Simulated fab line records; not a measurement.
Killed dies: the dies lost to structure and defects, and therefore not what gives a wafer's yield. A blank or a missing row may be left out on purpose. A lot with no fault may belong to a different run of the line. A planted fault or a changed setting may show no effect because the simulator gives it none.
The tool behind it: which one?	flow n5-finfet	at 1 step of a route of 1938, 6 lots with 18 wafers sampled

== WHAT THE GAUGES SHOWED, per wafer ==
N5_BEOL_M5_CD_MEAS_11: the cd target is 27.74 nm.
lot	measured	on	cd-nm (nm)
L644	day 12 13:07	cd-sem-02	28.02 28.40 28.50
L647	day 12 17:39	cd-sem-02	27.98 28.12 28.07
L652	day 14 00:50	cd-sem-01	27.88 28.05 28.63
L655	day 14 18:21	cd-sem-01	28.58 28.44 27.89
L662	day 16 20:59	cd-sem-03	28.51 28.07 27.92
L666	day 17 21:58	cd-sem-02	28.20 28.08 28.35

== TOOL THAT RAN EACH LOT (tool first, then ch and the chambers of the sampled wafers, then the start) ==
The record shows no process step preceding these readings.

== THE ANSWER, worked out from the rows above alone ==
Rule: what is usual is taken from the lots themselves. The widest of any qualifying gaps counts: lots, ordered by their means at a reading, are off when they make up no more than a third of the lots, leave a main group of 4 or more, and stand apart from it by 3 or more times the standard deviation of that group's means. A main group whose means are all the same, to the digits that the tables above print for the reading, isn't used. A lot without any number at a reading at which 4 lots or more have one is off too. Where the step has rows for the other lots, those lots are counted as sound.
Nothing can be told from this: no lot is off at any reading shown.

== WHAT THE SIMULATOR PUT IN ==
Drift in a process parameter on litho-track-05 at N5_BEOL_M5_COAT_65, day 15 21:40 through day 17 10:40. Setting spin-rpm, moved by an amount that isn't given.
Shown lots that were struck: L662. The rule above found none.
